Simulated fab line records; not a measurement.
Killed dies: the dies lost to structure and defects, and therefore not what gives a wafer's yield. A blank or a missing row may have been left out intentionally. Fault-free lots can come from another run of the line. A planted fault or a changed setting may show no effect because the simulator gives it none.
8D (eight disciplines) problem report, filled in by code / flow nandHarc / the parts of the form that need people (team, actions taken, sign-off) are left out

== 1. THE PROBLEM ==
thkNm at NHARC_A_ONON_D1_THK_MEAS_14 reads a mean of 424 nm on 6 wafers of 2 lots; wafers without a fault read 998 nm with a standard deviation of 8.3. Relative to the usual mean, that is a shift of -69 standard deviations.
The step: measures by ellipsometry.
Seen first at day 12 12:37 on filmMetro-01, wafer L224.1. The record has a number at this step for 42 wafers belonging to 14 lots. The rule behind "out" and "out of limits": a value lying over 4 standard deviations away from the usual mean. The other wafers with a number count as sound.

== 2. WHAT IT IS, AND WHAT IT ISN'T ==
question=which readings at this step | is=thkNm | is not=-
question=which lots | is=L224, L226 | is not=L205, L208, L209, L210, L212, L213, L214, L215, L216, L218, L223, L225
question=which wafers of those lots | is=all that have a number | is not=-
question=read on which gauges | is=filmMetro-01, filmMetro-02 | is not=-
question=when | is=from day 12 12:37 | is not=up to then (33 sound wafers); but 3 sound wafers of L225 came after

== 3. THE SUSPECTS, EACH WITH WHAT RULES IT OUT ==
Counting: a tool at a process step up to the reading stays a suspect if it ran every lot that is out and no sound lot after the first of them.
- ruled out: the gauge at NHARC_A_ONON_D1_THK_MEAS_14. Those wafers that are out were read across 2 gauges (filmMetro-01, filmMetro-02).
- rieDiel-03 at NHARC_P_BONDPAD_ACTIVATE_29 (chemistry N2, time 60 s): ruled out as a lasting fault. Sound lots L225 ran on it after its first lot that is out, L224 (day 11 11:13).
- pecvdOnon-04 at NHARC_A_ONON_D1_DEP_12 (target thk 1000 nm): kept. All lots that are out passed through it, beginning with L224 at day 12 12:07, and no sound lot followed; its final sound lot before that point was L216 at day 10 16:36.
Remaining after the count: pecvdOnon-04 at NHARC_A_ONON_D1_DEP_12.

== 4. THE CAUSE (what the simulator had put in) ==
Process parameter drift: pecvdOnon-04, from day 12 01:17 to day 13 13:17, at NHARC_A_ONON_D1_DEP_12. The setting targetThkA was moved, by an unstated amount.
After counting, this tool was the only one left.

== 5. THE EFFECT CHAIN, in route order ==
One row per reading whose mean, taken over the struck wafers that have a number, lies over 3 standard deviations from the usual. Only readings for which the record gives a usual standard deviation are gone through. hours: the time from each lot's start at the first step in this table that gives one to its start at this step, as a median over the lots. sigmas: the change in usual standard deviations.
hours=0; step=NHARC_A_ONON_D1_THK_MEAS_14; reading=thkNm; usual=998 nm; on struck wafers=424; change=-574; sigmas=-69
hours=274; step=NHARC_END_SORT_01; reading=killedAtArray; usual=27; on struck wafers=673; change=+646; sigmas=+65
hours=274; step=NHARC_END_SORT_01; reading=killedDies; usual=31; on struck wafers=677; change=+646; sigmas=+65

== 6. WHAT WOULD HAVE CAUGHT IT SOONER ==
Counted from the fault's start at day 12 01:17, it took 11 hours until the first out-of-limits reading at a measuring or inspecting step in this record, taken at day 12 12:37.
L226, from the lots that are out (2), started NHARC_A_ONON_D1_DEP_12 on pecvdOnon-04 later than day 12 12:37. A tool hold placed at that time would have kept it from harm.
